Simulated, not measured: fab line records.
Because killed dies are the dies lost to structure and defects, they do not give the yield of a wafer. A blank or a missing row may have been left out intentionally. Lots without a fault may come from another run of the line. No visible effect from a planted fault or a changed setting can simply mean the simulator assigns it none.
fab line records	flow n5Finfet
[record] lots = 7	wafers = 18	lastDay = 17
route steps=1938 shown SD_EPI_N@265
lots that met no fault: from a run of the same line without faults
startH: hours from the record's opening day to when the first of the lot's shown wafers began	waitH: how many hours have passed since the lot's step before this one	" the same as in the row above	L1.1+2: a single row standing in for several wafers	- no value, or no start given	* or withheld: withheld	< > ~ a bound
route shown NAME@n: names a module that has steps shown in the file, with the first one's number in the route	usual: the fault-free wafers' mean and standard deviation	same: alike in all rows	chamber/n: place in a boat	sites: per-site readings	_std_site: the values' standard deviation	_edge_site: the outer-site mean with the inner-site mean subtracted	radiusMm: how far each site lies from the wafer's centre	mask NAME#n: copy n	behind: the last tool/chamber to shape the wafer	hold: why the lot went on hold/how many hours it stayed there/how the hold came to an end	device: names the non-switching transistor (n, p or np)	end of line: the same wafers' tests at the end of the route	where a step has no rows: the recipe by itself	killed: not the wafer's yield, but the dies lost to structure and defects at the first sort	map: a wafer's dies, marking killed ones x, the rest . and places with no die _
set.NAME: the setting that was run; set.NAME@STEP: the one run at that earlier step	model.NAME: the simulator's own value behind a step, which no gauge read
certain route steps with their lots: each step a table, each wafer a row
services: the hour from which a tool's chamber was out of use, counted from the record's first day as startH (under 0 if before that day), plus the number of hours and why
[[steps]]
[step N5_SD_EPI_N_EBR_05]
[recipe] solvent = PGMEA	ebrWidthMm = 1.5
[step N5_SD_EPI_N_SOFTBAKE_04]
[recipe] tempC = 110	timeS = 60	resist = CAR-ArF-block
[step N5_SD_EPI_N_EXPOSE_06]
[recipe] maskId = SD_N_BLK	na = 1.35	sourceShape = conventional	sigmaOuter = 0.8	polarization = unpolarized	targetCdNm = 120	doseMj = 39.75
[step N5_SD_EPI_N_PEB_07]
[recipe] pebTempC = 110	pebTimeS = 60	resist = CAR-ArF-block
[step N5_SD_EPI_N_DEVELOP_08]
[recipe] developTimeS = 30	developer = TMAH	resist = CAR-ArF-block	devTempC = 23	rinseLiquid = diw	dry = airSpin
[step N5_SD_EPI_N_CD_MEAS_09]
[recipe] targetCdNm = 120	landingEnergyEv = 500	detector = seInlens
[usual] cdNm = 120.2/0.85
lot.wafer	tool	chamber	startH	waitH	cdNm
L351.4	cdSem-02	0	53.06	-	118.9
L351.5	"	0	"	"	120.2
L351.6	"	0	"	"	119.0
L356.1	cdSem-01	0	84.66	-	119.2
L356.3	"	0	"	"	119.1
L359.1	cdSem-03	0	103.41	-	120.7
L359.5	"	0	"	"	119.9
L360.3	cdSem-02	0	108.55	-	120.3
L360.5	"	0	"	"	120.3
L366.1	cdSem-02	0	146.50	-	122.0
L366.2	"	0	"	"	120.5
L366.4	"	0	"	"	121.2
L369.2	cdSem-02	0	165.15	-	120.3
L369.3	"	0	"	"	119.7
L369.5	"	0	"	"	118.9
L373.4	cdSem-02	0	191.00	-	119.1
L373.5	"	0	"	"	120.2
L373.6	"	0	"	"	121.1
[step N5_SD_EPI_N_OVL_MEAS_10]
[recipe] pointsPerWafer = 44
[usual] SD_N_BLK_OVL = 0.4/0.76
[same] pointsPerWafer = 44
lot.wafer	tool	chamber	startH	waitH	SD_N_BLK_OVL[nm]
L351.4	overlay-01	0	53.09	0.0	0.1
L351.5	"	0	"	"	0.2
L351.6	"	0	"	"	0.7
L356.1	overlay-01	0	84.69	0.0	-1.1
L356.3	"	0	"	"	-0.5
L359.1	overlay-01	0	103.44	0.0	1.7
L359.5	"	0	"	"	1.8
L360.3	overlay-01	0	108.58	0.0	-0.3
L360.5	"	0	"	"	0.8
L366.1	overlay-02	0	146.53	0.0	1.4
L366.2	"	0	"	"	-0.5
L366.4	"	0	"	"	1.2
L369.2	overlay-02	0	165.18	0.0	0.6
L369.3	"	0	"	"	1.9
L369.5	"	0	"	"	1.1
L373.4	overlay-02	0	191.02	0.0	0.1
L373.5	"	0	"	"	0.1
L373.6	"	0	"	"	0.6
[step N5_SD_EPI_N_INSPECT_11]
[recipe] mode = adi	inspectInstrument = macro
[usual] rawDefectCount = 2.1/1.3
lot.wafer	tool	chamber	startH	waitH	rawDefectCount
L351.4	defectInspect-02	-	53.11	0.0	0
L351.5	"	-	"	"	0
L351.6	"	-	"	"	3
L356.1	defectInspect-01	-	84.72	0.0	3
L356.3	"	-	"	"	1
L359.1	defectInspect-01	-	103.46	0.0	2
L359.5	"	-	"	"	2
L360.3	defectInspect-02	-	108.61	0.0	1
L360.5	"	-	"	"	0
L366.1	defectInspect-02	-	146.56	0.0	1
L366.2	"	-	"	"	2
L366.4	"	-	"	"	3
L369.2	defectInspect-01	-	165.20	0.0	1
L369.3	"	-	"	"	1
L369.5	"	-	"	"	3
L373.4	defectInspect-01	-	191.05	0.0	1
L373.5	"	-	"	"	0
L373.6	"	-	"	"	2
[step N5_SD_EPI_N_DESCUM_14]
[recipe] chemistry = O2	timeS = 7.9	sourcePowerW = 50	biasPowerW = 20	pressureMtorr = 20	rfFrequencyHz = 2.712e+07	tempC = 40	resist = CAR-ArF-block	o2FlowSccm = 225
[usual] drypumpMotorCurrentA = 6.0/0.45	oesProductAu = 0.76/0.081	rfVppV = 243.1/1.3	showerheadPlenumPTorr = 2.08/0.065	throttleValvePct = 20.33/0.25
[same] timeS = 7.9
lot.wafer	tool	chamber	startH	waitH	drypumpMotorCurrentA	oesProductAu	rfHoursCounterH	rfVppV	showerheadPlenumPTorr	throttleValvePct
L351.4	rieDiel-03	0	53.17	0.1	5.3	0.75	-	243.6	2.10	20.45
L351.5	"	1	"	"	6.6	0.95	-	243.1	2.05	19.97
L351.6	"	2	"	"	6.0	0.75	-	242.4	2.17	20.87
L356.1	rieDiel-03	0	84.75	0.0	5.3	0.74	156	244.4	2.10	20.45
L356.3	"	2	"	"	6.0	0.74	193	246.1	2.16	20.89
L359.1	rieDiel-03	2	103.84	0.4	6.0	0.74	198	243.4	2.16	20.90
L359.5	"	2	"	"	6.0	0.73	-	245.3	2.16	20.91
L360.3	rieDiel-03	2	108.64	0.0	6.0	0.74	199	244.4	2.16	20.90
L360.5	"	0	"	"	5.3	0.74	-	243.6	2.10	20.47
L366.1	rieDiel-04	2	146.78	0.2	6.4	0.72	198	243.6	2.05	20.54
L366.2	"	3	"	"	6.1	0.82	104	242.1	2.02	20.11
L366.4	"	1	"	"	6.1	0.70	-	244.8	2.17	20.27
L369.2	rieDiel-04	1	165.24	0.0	6.1	0.69	223	244.6	2.17	20.27
L369.3	"	3	"	"	6.1	0.81	112	242.2	2.02	20.14
L369.5	"	1	"	"	6.1	0.70	-	246.8	2.17	20.25
L373.4	rieDiel-04	0	191.27	0.2	6.6	0.69	210	242.8	2.17	20.29
L373.5	"	1	"	"	6.1	0.69	-	244.0	2.16	20.28
L373.6	"	2	"	"	6.4	0.70	-	243.9	2.04	20.57
[step N5_SD_EPI_N_ETCH_34]
[recipe] chemistry = CF4	target = SiARC	targetDepthA = 455	maskMaterial = CAR-ArF-block	timeS = 75.8	ionEnergyEv = 80	pressureMtorr = 40	sourceW = 545	biasW = 36	Ar_flow_sccm = 100	cf4FlowSccm = 100	ends = cleared
[usual] drypumpMotorCurrentA = 6.0/0.44	etchRfOnTimeS = 75.8/1.6	mfcArSccm = 99.99/0.3	oesProductAu = 0.65/0.069	rfVppV = 184.0/1.1	showerheadPlenumPTorr = 2.13/0.059	throttleValvePct = 15.57/0.24
lot.wafer	tool	chamber	startH	waitH	drypumpMotorCurrentA	etchRfOnTimeS	mfcArSccm	oesProductAu	rfHoursCounterH	rfVppV	showerheadPlenumPTorr	throttleValvePct
L351.4	rieDiel-03	0	53.22	0.0	5.3	76.4	100.37	0.64	-	184.9	2.15	15.62
L351.5	"	1	"	"	6.6	73.3	99.79	0.80	-	184.1	2.11	15.22
L351.6	"	2	"	"	6.0	76.2	99.89	0.63	-	184.8	2.21	15.99
L356.1	rieDiel-03	0	84.78	0.0	5.3	76.6	99.92	0.63	157	182.7	2.14	15.63
L356.3	"	2	"	"	6.0	76.1	99.98	0.63	193	185.8	2.21	16.02
L359.1	rieDiel-03	2	103.88	0.0	6.0	77.2	100.44	0.61	198	184.9	2.20	16.02
L359.5	"	2	"	"	5.9	77.1	100.12	0.63	-	186.1	2.20	16.03
L360.3	rieDiel-03	2	108.67	0.0	5.9	76.1	99.64	0.62	199	185.0	2.20	16.03
L360.5	"	0	"	"	5.3	76.7	100.42	0.63	-	184.4	2.14	15.65
L366.1	rieDiel-04	2	146.82	0.0	6.4	76.0	99.84	0.61	198	183.2	2.12	15.88
L366.2	"	3	"	"	6.1	77.1	99.46	0.69	104	184.8	2.08	15.35
L366.4	"	1	"	"	6.1	74.5	99.91	0.61	-	186.0	2.19	15.41
L369.2	rieDiel-04	1	165.27	0.0	6.1	74.8	99.54	0.60	223	186.1	2.19	15.43
L369.3	"	3	"	"	6.0	76.4	100.27	0.68	112	185.3	2.07	15.36
L369.5	"	1	"	"	6.1	73.9	99.71	0.60	-	186.1	2.19	15.45
L373.4	rieDiel-04	0	191.30	0.0	6.6	77.7	100.45	0.59	210	183.6	2.21	15.45
L373.5	"	1	"	"	6.1	74.3	100.26	0.60	-	184.1	2.19	15.48
L373.6	"	2	"	"	6.4	74.5	100.22	0.60	-	184.4	2.11	15.92
[step N5_SD_EPI_N_ETCH_35]
[recipe] chemistry = N2/H2	target = SOC	overetchA = 1080	maskMaterial = SiARC	tempC = 40	ionEnergyEv = 100	sourceW = 3000	biasW = 133	pressureMtorr = 20	timeS = 486	n2FlowSccm = 200	h2FlowSccm = 200
[usual] drypumpMotorCurrentA = 6.0/0.44	oesProductAu = 0.68/0.066	rfVppV = 240.5/1.3	showerheadPlenumPTorr = 2.53/0.073	throttleValvePct = 23.7/0.32
[same] timeS = 486
lot.wafer	tool	chamber	startH	waitH	drypumpMotorCurrentA	oesProductAu	rfHoursCounterH	rfVppV	showerheadPlenumPTorr	throttleValvePct
L351.4	rieDiel-03	0	53.40	0.2	5.3	0.67	-	240.3	2.53	23.7
L351.5	"	1	"	"	6.6	0.84	-	239.7	2.50	23.5
L351.6	"	2	"	"	6.0	0.67	-	241.0	2.63	24.5
L356.1	rieDiel-03	0	84.84	0.0	5.4	0.66	157	240.7	2.52	23.7
L356.3	"	2	"	"	6.0	0.66	194	241.9	2.63	24.5
L359.1	rieDiel-03	2	103.94	0.0	6.0	0.66	198	243.3	2.62	24.5
L359.5	"	2	"	"	6.0	0.65	-	241.8	2.62	24.5
L360.3	rieDiel-03	2	108.73	0.0	5.9	0.65	199	240.7	2.62	24.5
L360.5	"	0	"	"	5.4	0.66	-	239.1	2.52	23.7
L366.1	rieDiel-04	2	146.88	0.0	6.4	0.63	198	240.1	2.52	24.1
L366.2	"	3	"	"	6.0	0.72	104	240.0	2.45	23.6
L366.4	"	1	"	"	6.1	0.63	-	240.0	2.62	23.4
L369.2	rieDiel-04	1	165.33	0.0	6.1	0.63	223	244.0	2.61	23.4
L369.3	"	3	"	"	6.1	0.72	112	239.8	2.45	23.7
L369.5	"	1	"	"	6.0	0.62	-	242.2	2.62	23.4
L373.4	rieDiel-04	0	191.36	0.0	6.6	0.63	210	241.5	2.62	23.5
L373.5	"	1	"	"	6.1	0.62	-	242.1	2.61	23.5
L373.6	"	2	"	"	6.4	0.63	-	239.8	2.52	24.1
[step N5_SD_EPI_N_STRIP_36]
[recipe] chemistry = N2/H2	tempC = 40	n2FlowSccm = 200	h2FlowSccm = 200	rfFrequencyHz = 6e+07
[step N5_SD_EPI_N_ETCHBACK_44]
[recipe] chemistry = CH3F/O2	mode = anisotropicEtchback	target = SiNx	targetDepthA = 145	stopOn = SiO2	overEtchFrac = 0.3	ionEnergyEv = 120	pressureMtorr = 30	sourceW = 395	biasW = 73	Ar_flow_sccm = 150	CH3F_flow_sccm = 30	O2_flow_sccm = 20
[usual] CH3F_flow_sccm = 30.00/0.09	drypumpMotorCurrentA = 6.0/0.45	mfcArSccm = 150.0/0.45	oes_ar_750_au = 0.76/0.075	oesProductAu = 0.65/0.063	rfVppV = 295/5.2	showerheadPlenumPTorr = 1.99/0.061	throttleValvePct = 16.30/0.24
lot.wafer	tool	chamber	startH	waitH	CH3F_flow_sccm	drypumpMotorCurrentA	mfcArSccm	oes_ar_750_au	oesProductAu	rfHoursCounterH	rfVppV	showerheadPlenumPTorr	throttleValvePct	model.SiARC_of_SD_EPI_N_COAT_33.thkNm
L351.4	rieDiel-03	0	53.62	0.1	29.99	5.3	149.8	0.76	0.65	-	295	2.01	16.37	16.2
L351.5	"	1	"	"	29.83	6.6	149.9	0.95	0.79	-	295	1.97	15.97	15.4
L351.6	"	2	"	"	30.00	6.0	150.5	0.75	0.64	-	298	2.08	16.80	16.4
L356.1	rieDiel-03	0	85.17	0.0	29.99	5.3	149.6	0.74	0.52	157	296	2.01	16.38	18.2
L356.3	"	2	"	"	29.97	6.0	151.0	0.74	0.51	194	298	2.07	16.80	18
L359.1	rieDiel-03	2	104.26	0.0	30.01	6.0	150.4	0.74	0.52	198	299	2.07	16.82	18.4
L359.5	"	2	"	"	30.08	5.9	149.9	0.73	0.63	-	298	2.07	16.85	16.6
L360.3	rieDiel-03	2	109.05	0.0	29.94	6.0	150.1	0.73	0.51	199	300	2.07	16.81	18.2
L360.5	"	0	"	"	30.09	5.3	149.9	0.74	0.63	-	294	2.00	16.40	16.6
L366.1	rieDiel-04	2	147.20	0.0	29.83	6.4	149.6	0.73	0.61	199	292	1.97	16.58	16.4
L366.2	"	3	"	"	30.13	6.0	150.1	0.81	0.70	104	306	1.94	16.12	16.2
L366.4	"	1	"	"	29.99	6.1	149.4	0.71	0.60	-	297	2.06	16.15	16
L369.2	rieDiel-04	1	165.65	0.0	29.81	6.1	150.1	0.71	0.59	223	297	2.05	16.17	16
L369.3	"	3	"	"	29.87	6.1	150.0	0.80	0.68	113	305	1.94	16.11	16
L369.5	"	1	"	"	29.82	6.1	149.9	0.70	0.60	-	296	2.05	16.20	16
L373.4	rieDiel-04	0	191.68	0.0	30.02	6.6	150.4	0.69	0.60	210	301	2.06	16.17	16.4
L373.5	"	1	"	"	30.02	6.1	150.6	0.70	0.59	-	296	2.05	16.21	15.8
L373.6	"	2	"	"	30.09	6.4	150.3	0.71	0.60	-	291	1.96	16.61	16
[step N5_SD_EPI_N_ETCH_45]
[recipe] chemistry = CH3F/O2	target = SiOCN	targetDepthA = 60	maskMaterial = SOC	ionEnergyEv = 60	biasW = 29	pressureMtorr = 15	sourceW = 410	Ar_flow_sccm = 150	CH3F_flow_sccm = 30	O2_flow_sccm = 20
[usual] CH3F_flow_sccm = 30.01/0.096	drypumpMotorCurrentA = 6.0/0.44	mfcArSccm = 150.0/0.43	oesProductAu = 0.76/0.081	rfVppV = 127.3/0.98	showerheadPlenumPTorr = 1.98/0.061	throttleValvePct = 23.22/0.27
lot.wafer	tool	chamber	startH	waitH	CH3F_flow_sccm	drypumpMotorCurrentA	mfcArSccm	oesProductAu	rfHoursCounterH	rfVppV	showerheadPlenumPTorr	throttleValvePct
L351.4	rieDiel-03	0	53.72	0.1	29.86	5.3	150.4	0.76	-	127.0	2.00	23.29
L351.5	"	1	"	"	29.99	6.5	149.5	0.94	-	126.5	1.96	22.96
L351.6	"	2	"	"	30.04	5.9	149.3	0.74	-	127.9	2.07	23.83
L356.1	rieDiel-03	0	85.27	0.1	30.18	5.4	149.5	0.28	157	126.0	2.00	23.29
L356.3	"	2	"	"	29.98	6.0	149.6	0.28	194	129.2	2.07	23.82
L359.1	rieDiel-03	2	104.36	0.1	30.07	6.0	149.7	0.28	198	127.9	2.07	23.84
L359.5	"	2	"	"	30.01	6.0	149.8	0.73	-	128.8	2.07	23.86
L360.3	rieDiel-03	2	109.15	0.1	29.80	5.9	149.6	0.27	199	126.7	2.07	23.84
L360.5	"	0	"	"	30.10	5.3	150.2	0.74	-	127.3	2.00	23.32
L366.1	rieDiel-04	2	147.30	0.1	30.17	6.4	149.7	0.70	199	126.8	1.96	23.46
L366.2	"	3	"	"	30.09	6.1	150.2	0.81	104	125.6	1.93	23.09
L366.4	"	1	"	"	30.08	6.1	150.5	0.71	-	127.9	2.05	22.96
L369.2	rieDiel-04	1	165.75	0.1	29.97	6.1	149.8	0.70	223	127.2	2.05	22.97
L369.3	"	3	"	"	29.91	6.1	149.9	0.80	113	126.4	1.93	23.10
L369.5	"	1	"	"	30.01	6.1	149.3	0.70	-	128.4	2.05	22.94
L373.4	rieDiel-04	0	191.78	0.1	30.05	6.6	149.5	0.69	210	128.3	2.06	23.03
L373.5	"	1	"	"	29.90	6.1	150.6	0.69	-	127.1	2.04	22.97
L373.6	"	2	"	"	30.03	6.4	150.0	0.70	-	127.1	1.96	23.50
[step N5_SD_EPI_N_ETCH_16]
[recipe] chemistry = CHF3/O2	target = SiO2	targetDepthA = 50	maskMaterial = SOC	pressureMtorr = 30	sourceW = 650	biasW = 170	Ar_flow_sccm = 200	CHF3_flow_sccm = 50	O2_flow_sccm = 5	ionEnergyEv = 200
[usual] drypumpMotorCurrentA = 6.0/0.44	mfcArSccm = 200.0/0.59	oes_ar_750_au = 0.76/0.074	oesProductAu = 0.76/0.081	rfVppV = 520/9.4	showerheadPlenumPTorr = 2.40/0.071	throttleValvePct = 18.83/0.25
lot.wafer	tool	chamber	startH	waitH	drypumpMotorCurrentA	mfcArSccm	oes_ar_750_au	oesProductAu	rfHoursCounterH	rfVppV	showerheadPlenumPTorr	throttleValvePct	model.SiARC_of_SD_EPI_N_COAT_33.thkNm
L351.4	rieDiel-03	0	53.79	0.0	5.4	199.3	0.76	0.75	-	520	2.42	18.88	12.8
L351.5	"	1	"	"	6.6	199.3	0.94	0.94	-	519	2.37	18.54	11.8
L351.6	"	2	"	"	6.0	200.1	0.75	0.74	-	526	2.50	19.40	12.8
L356.1	rieDiel-03	0	85.37	0.1	5.3	199.7	0.75	0.74	157	521	2.41	18.91	14.8
L356.3	"	2	"	"	6.0	199.9	0.73	0.74	194	527	2.50	19.42	14.4
L359.1	rieDiel-03	2	104.46	0.1	6.0	200.5	0.73	0.73	198	526	2.50	19.43	14.8
L359.5	"	2	"	"	6.0	199.6	0.73	0.72	-	525	2.50	19.43	13
L360.3	rieDiel-03	2	109.25	0.1	5.9	199.6	0.73	0.74	199	526	2.50	19.42	14.6
L360.5	"	0	"	"	5.3	200.9	0.74	0.74	-	521	2.41	18.92	13
L366.1	rieDiel-04	2	147.40	0.1	6.4	199.6	0.71	0.71	199	514	2.37	19.11	13
L366.2	"	3	"	"	6.1	199.6	0.81	0.81	104	537	2.34	18.68	12.6
L366.4	"	1	"	"	6.1	199.4	0.71	0.70	-	522	2.47	18.65	12.4
L369.2	rieDiel-04	1	165.85	0.1	6.1	200.8	0.71	0.69	223	521	2.47	18.69	12.4
L369.3	"	3	"	"	6.1	200.4	0.80	0.79	113	536	2.34	18.68	12.4
L369.5	"	1	"	"	6.1	201.4	0.71	0.69	-	521	2.47	18.68	12.4
L373.4	rieDiel-04	0	191.88	0.1	6.6	200.8	0.68	0.70	210	531	2.49	18.73	13
L373.5	"	1	"	"	6.1	200.6	0.69	0.69	-	521	2.47	18.69	12.2
L373.6	"	2	"	"	6.3	201.1	0.71	0.70	-	513	2.37	19.14	12.4
[step N5_SD_EPI_N_STRIP_47]
[recipe] chemistry = CHF3/O2	resist = SiARC	rfFrequencyHz = 6e+07
[step N5_SD_EPI_N_SD_RECESS_17]
[recipe] chemistry = HBr/Cl2/O2	targetDepthA = 410	maskMaterial = SOC	timeS = 23.7	btTimeS = 3	pressureMtorr = 10	icpW = 800	biasW = 112	HBr_flow_sccm = 150	Cl2_flow_sccm = 80	O2_flow_sccm = 12
[usual] drypumpMotorCurrentA = 5.8/0.49	oesProductAu = 1.001/0.015	throttleValvePct = 37.10/0.29
[same] timeS = 23.7
lot.wafer	tool	chamber	startH	waitH	drypumpMotorCurrentA	oesProductAu	rfHoursCounterH	throttleValvePct
L351.4	rieSi-01	3	53.84	0.0	5.8	0.996	0	37.28
L351.5	"	3	"	"	5.8	0.993	-	37.26
L351.6	"	0	"	"	6.1	0.990	-	37.42
L356.1	rieSi-01	2	85.44	0.0	6.5	1.016	24	37.01
L356.3	"	0	"	"	6.1	0.995	170	37.42
L359.1	rieSi-01	3	104.53	0.0	5.8	0.992	1	37.28
L359.5	"	0	"	"	6.1	0.987	-	37.42
L360.3	rieSi-06	3	109.32	0.0	6.1	1.002	52	37.29
L360.5	"	0	"	"	5.2	1.008	-	37.20
L366.1	rieSi-01	2	147.47	0.0	6.5	1.014	26	37.03
L366.2	"	3	"	"	5.8	0.994	2	37.28
L366.4	"	0	"	"	6.1	0.987	171	37.41
L369.2	rieSi-05	0	165.94	0.0	6.4	1.003	112	37.11
L369.3	"	1	"	"	5.0	1.012	60	37.02
L369.5	"	1	"	"	5.0	1.009	-	37.04
L373.4	rieSi-06	1	191.99	0.1	6.1	1.042	-	36.90
L373.5	"	0	"	"	5.2	1.005	-	37.21
L373.6	"	3	"	"	6.1	0.992	-	37.29
[step N5_SD_EPI_N_STRIP_38]
[recipe] chemistry = N2/H2	powerW = 1000	tempC = 250	h2Frac = 0.65	overashFraction = 0.3	pressureMtorr = withheld	n2FlowSccm = 1750	h2FlowSccm = 3250
[usual] drypumpMotorCurrentA = 5.7/0.59	heaterPowerW = 318/30	oesProductAu = 0.759/0.011
[same] overashFraction = 0.3
lot.wafer	tool	chamber	startH	waitH	drypumpMotorCurrentA	heaterPowerW	oesProductAu	rfHoursCounterH
L351.4	plasmaAsher-02	0	53.95	0.1	6.7	316	0.761	-
L351.5	"	0	"	"	6.7	328	0.770	-
L351.6	"	1	"	"	5.2	309	0.767	-
L356.1	plasmaAsher-02	0	85.53	0.1	6.7	339	0.756	88
L356.3	"	0	"	"	6.7	320	0.760	-
L359.1	plasmaAsher-01	1	104.63	0.1	5.8	355	0.761	40
L359.5	"	1	"	"	5.7	360	0.755	-
L360.3	plasmaAsher-02	0	109.44	0.1	6.7	325	0.757	-
L360.5	"	0	"	"	6.7	333	0.776	-
L366.1	plasmaAsher-01	1	147.57	0.1	5.7	356	0.750	47
L366.2	"	0	"	"	5.3	277	0.760	47
L366.4	"	0	"	"	5.3	271	0.769	-
L369.2	plasmaAsher-02	0	166.03	0.1	6.7	326	0.748	103
L369.3	"	1	"	"	5.2	306	0.765	-
L369.5	"	1	"	"	5.2	312	0.760	-
L373.4	plasmaAsher-01	0	192.07	0.0	5.3	283	0.753	-
L373.5	"	1	"	"	5.7	353	0.764	-
L373.6	"	0	"	"	5.3	276	0.771	-
[step N5_SD_EPI_N_WET_ETCH_43]
[recipe] chemistry = dHF	dilution = withheld	timeS = 14	target = SiO2	targetDepthA = 15	tempC = 25
[step N5_SD_EPI_N_STRIP_18]
[recipe] chemistry = SPM	timeS = 750	tempC = 130	h2so4H2o2VolRatio = 4
[step N5_SD_EPI_N_SRD_20]
[recipe] dry = ipaMarangoni	doPpb = 5	timeS = 30	tempC = 23	rinseLiquid = diw
[step N5_SD_EPI_N_PRECLEAN_48]
[recipe] chemistry = NF3:NH3	afsCycles = 2	tempC = 30	timeS = 20	sublimationTempC = 180	sublimationTimeS = 60	pressureTorr = 3	rfPowerW = 30
[step N5_SD_EPI_N_VAPOR_ETCH_50]
[recipe] chemistry = HCl	target = Si	tempC = 775	timeS = 54	pressureTorr = 20	mode = isotropic
[step N5_SD_EPI_N_EPI_21]
[recipe] material = Si:P	dopant = P	tempC = 680	pressureTorr = 255	timeS = 690
[usual] susceptor_temp_C_max = 681.7/0.43
[same] timeS = 690
lot.wafer	tool	chamber	startH	waitH	susceptor_temp_C_max	model.Si-P_of_SD_EPI_N_EPI_21.thkNm
L351.4	epiRpcvd-01	0	55.67	0.9	680.8	59
L351.5	"	0	"	"	681.6	58.8
L351.6	"	0	"	"	681.8	59.6
L356.1	epiRpcvd-01	0	86.87	0.3	681.8	0.6
L356.3	"	0	"	"	681.2	1.6
L359.1	epiRpcvd-02	0	105.72	0.2	681.3	1.2
L359.5	"	0	107.21	1.5	682.3	58
L360.3	epiRpcvd-01	0	111.24	0.9	681.3	1.2
L360.5	"	0	"	"	681.6	58.2
L366.1	epiRpcvd-01	0	148.93	0.2	681.6	60.2
L366.2	"	0	"	"	681.4	59.6
L366.4	"	0	"	"	681.6	58.8
L369.2	epiRpcvd-01	0	167.49	0.5	682.1	58.8
L369.3	"	0	"	"	681.7	59.6
L369.5	"	0	"	"	681.5	59.2
L373.4	epiRpcvd-01	0	193.78	0.9	681.5	60
L373.5	"	0	"	"	681.1	59.4
L373.6	"	0	"	"	681.3	58.6
[step N5_SD_EPI_N_EPI_MEAS_23]
[recipe] mode = xrd
[usual] thkNm = 59.0/1.1
lot.wafer	tool	chamber	startH	waitH	thkNm
L351.4	filmMetro-02	-	56.57	0.6	60.1
L351.5	"	-	"	"	57.6
L351.6	"	-	"	"	58.1
L356.1	filmMetro-02	-	89.91	2.5	3.0
L356.3	"	-	"	"	2.5
L359.1	filmMetro-02	-	107.99	1.9	0.3
L359.5	"	-	"	"	58.8
L360.3	filmMetro-02	-	112.77	1.2	0.2
L360.5	"	-	"	"	57.2
L366.1	filmMetro-02	-	151.20	1.9	58.4
L366.2	"	-	"	"	60.9
L366.4	"	-	"	"	57.9
L369.2	filmMetro-01	-	169.39	1.5	59.9
L369.3	"	-	"	"	59.0
L369.5	"	-	"	"	58.9
L373.4	filmMetro-02	-	194.67	0.6	60.7
L373.5	"	-	"	"	60.2
L373.6	"	-	"	"	59.9
[step N5_SD_EPI_N_PRECLEAN_24]
[recipe] chemistry = O3/DIW	timeS = 60	tempC = 22	o3Ppm = 10
[same] timeS = 60
lot.wafer	tool	chamber	startH	waitH	model.Si-P_of_SD_EPI_N_EPI_21.thkNm
L351.4	wetBench-04	3	56.60	0.0	58.6
L351.5	"	5	"	"	58.4
L351.6	"	2	"	"	59.2
L356.1	wetBench-04	7	89.94	0.0	0.6
L356.3	"	3	"	"	1.6
L359.1	wetBench-03	4	108.03	0.0	1.2
L359.5	"	2	"	"	57.6
L360.3	wetBench-03	2	112.81	0.0	1.2
L360.5	"	7	"	"	57.8
L366.1	wetBench-03	6	151.24	0.0	59.8
L366.2	"	4	"	"	59.2
L366.4	"	0	"	"	58.4
L369.2	wetBench-03	2	169.42	0.0	58.4
L369.3	"	7	"	"	59.2
L369.5	"	3	"	"	58.8
L373.4	wetBench-04	4	194.70	0.0	59.6
L373.5	"	7	"	"	59
L373.6	"	1	"	"	58.2
[step N5_SD_EPI_N_SRD_25]
[recipe] timeS = 30	tempC = 23	rinseLiquid = diw	dry = ipaMarangoni
[[services]]
tool	chamber	startH	hours	kind
plasmaAsher-01	-	40.87	2.2	repair
rieDiel-03	3	42.17	-	clean
rieDiel-03	3	42.17	-	consumableReplace:focusRing
rieDiel-03	3	42.17	19.3	scheduledDown
rieDiel-03	3	42.17	19.3	ventCycle
epiRpcvd-02	-	45.33	1.3	repair
plasmaAsher-01	-	56.11	12.3	repair
plasmaAsher-02	-	78.45	1.9	repair
rieDiel-03	-	95.44	6.3	repair
rieDiel-04	1	111.29	4.4	repair
rieSi-05	-	127.91	2.8	pm
rieSi-06	3	128.35	1.9	repair
rieDiel-04	0	137.60	42.6	repair
rieSi-06	-	154.13	28.1	pm
rieSi-01	-	165.90	0.2	repair
rieSi-06	2	186.07	7.7	repair
rieSi-01	-	187.99	0.1	repair
[[key]]
[firstSign] step = N5_SD_EPI_N_ETCHBACK_44	reading = oesProductAu	direction = down	sigmas = 2.1	usual = 0.65	struck = 0.51
[effect] step = N5_SD_EPI_N_ETCH_45	reading = oesProductAu	direction = down	sigmas = 5.9	usual = 0.76	struck = 0.28
[effect] step = N5_SD_EPI_N_EPI_MEAS_23	reading = thkNm	direction = down	sigmas = 52	usual = *	struck = *
[modelEffect] step = N5_SD_EPI_N_ETCHBACK_44	value = SiARC_of_SD_EPI_N_COAT_33.thkNm	without = 16.45	struck = 18.2
[modelEffect] step = N5_SD_EPI_N_ETCH_16	value = SiARC_of_SD_EPI_N_COAT_33.thkNm	without = 12.9	struck = 14.65
[modelEffect] step = N5_SD_EPI_N_EPI_21	value = Si-P_of_SD_EPI_N_EPI_21.thkNm	without = 59	struck = 1.15
[modelEffect] step = N5_SD_EPI_N_PRECLEAN_24	value = Si-P_of_SD_EPI_N_EPI_21.thkNm	without = 58.6	struck = 1.15
metAt N5_SD_EPI_N_ETCHBACK_44
struckWafers L356.1,L356.3,L359.1,L360.3
laterRowsLeftOut L356.1,L356.3,L359.1,L360.3
sortLeftOut L356.1,L356.3,L359.1,L360.3
testerLeftOut L356,L359,L360
onsetBetween 53.62 85.17
[fault] kind = processParameterDrift	tool = rieDiel-03	chamber = -	onsetH = 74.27	steps = N5_SD_EPI_N_ETCHBACK_44	channel = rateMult	offset = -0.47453	shape = step	endH = 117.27	scope = struckWafersOnly
// testerLeftOut: of these lots the tester's yield and bins aren't shown, on N5 and GAA mostly nor the transistor test; their killed dies are dies lost to structure and defects alone, not to doping, threshold or leakage, so they don't give the yield
// sortLeftOut: the simulated sort isn't trusted on such a fault, so these wafers' sort isn't shown, and their yield isn't known
// laterRowsLeftOut: the simulator's readings of these wafers behind a module that went badly wrong aren't trusted and aren't shown, but for the sort
